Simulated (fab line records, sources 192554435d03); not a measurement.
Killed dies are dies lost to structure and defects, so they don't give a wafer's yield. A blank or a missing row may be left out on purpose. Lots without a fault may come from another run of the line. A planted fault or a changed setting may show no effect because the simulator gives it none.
Chamber matching | flow n5_finfet | N5_BEOL_M0_SAQP_ETCH_84 on rie_diel-03: 4 sister chambers
The step etches SOC in N2/H2, target depth 100 nm, overetch 20 nm, time 150 s. 20 wafers are shown with their chamber, then 10 later ones without.

WAFERS WITH THEIR CHAMBER
wafer  | chamber | showerhead_plenum_p_Torr (Torr) | drypump_motor_current_A (A) | throttle_valve_pct (%)
L074.3 | 1       | 2.45                            | 6.1                         | 17.58
L074.4 | 3       | 2.60                            | 5.4                         | 17.82
L074.5 | 3       | 2.60                            | 5.4                         | 17.82
L077.1 | 3       | 2.60                            | 5.4                         | 17.82
L077.2 | 1       | 2.44                            | 6.2                         | 17.60
L077.5 | 1       | 2.44                            | 6.1                         | 17.58
L079.1 | 1       | 2.44                            | 6.1                         | 17.59
L079.2 | 3       | 2.60                            | 5.4                         | 17.84
L079.6 | 2       | 2.65                            | 5.0                         | 17.84
L080.1 | 1       | 2.44                            | 6.1                         | 17.60
L080.2 | 2       | 2.65                            | 5.0                         | 17.84
L080.5 | 1       | 2.44                            | 6.2                         | 17.59
L084.3 | 0       | 2.52                            | 5.5                         | 18.01
L084.5 | 2       | 2.65                            | 5.0                         | 17.85
L084.6 | 0       | 2.52                            | 5.5                         | 18.03
L087.3 | 3       | 2.59                            | 5.4                         | 17.87
L087.4 | 2       | 2.65                            | 5.0                         | 17.87
L087.6 | 2       | 2.65                            | 5.0                         | 17.86
L089.2 | 2       | 2.64                            | 5.0                         | 17.87
L089.4 | 3       | 2.59                            | 5.3                         | 17.87

SIGNATURES (means of the wafers above)
reading                  | chamber 0 | chamber 1 | chamber 2 | chamber 3 | scatter within a chamber
showerhead_plenum_p_Torr | 2.5200    | 2.4417    | 2.6483    | 2.5967    | 0.00433
drypump_motor_current_A  | 5.500     | 6.133     | 5.000     | 5.383     | 0.0368
throttle_valve_pct       | 18.0200   | 17.5900   | 17.8550   | 17.8400   | 0.0169
Rule: a wafer's distance from a chamber is the root of the sum, over the readings, of the square of ((its reading less the chamber's mean) divided by the reading's scatter). The wafer belongs to the nearest chamber; if the next one is less than 2 further off, it can't be placed. The scatter: the root of (the sum of the squares of (reading less its chamber's mean) over the shown wafers, divided by (wafers less chambers)).

WAFERS WITHOUT THEIR CHAMBER
wafer  | showerhead_plenum_p_Torr (Torr) | drypump_motor_current_A (A) | throttle_valve_pct (%)
L089.5 | 2.52                            | 5.6                         | 18.05
L091.1 | 2.64                            | 5.0                         | 17.88
L091.3 | 2.52                            | 5.5                         | 18.05
L091.4 | 2.59                            | 5.4                         | 17.88
L092.2 | 2.51                            | 5.6                         | 18.05
L092.3 | 2.43                            | 6.1                         | 17.61
L092.4 | 2.64                            | 5.0                         | 17.88
L096.1 | 2.64                            | 5.0                         | 17.90
L096.3 | 2.58                            | 5.4                         | 17.90
L096.6 | 2.43                            | 6.1                         | 17.64

WHICH CHAMBER EACH WENT THROUGH
wafer  | from the rows above | in truth
L089.5 | 0                   | 0
L091.1 | 2                   | 2
L091.3 | 0                   | 0
L091.4 | 3                   | 3
L092.2 | 0                   | 0
L092.3 | 1                   | 1
L092.4 | 2                   | 2
L096.1 | 2                   | 2
L096.3 | 3                   | 3
L096.6 | 1                   | 1
Placed correctly: 10 of 10. Can't be placed from these rows: 0. Placed wrongly: 0.
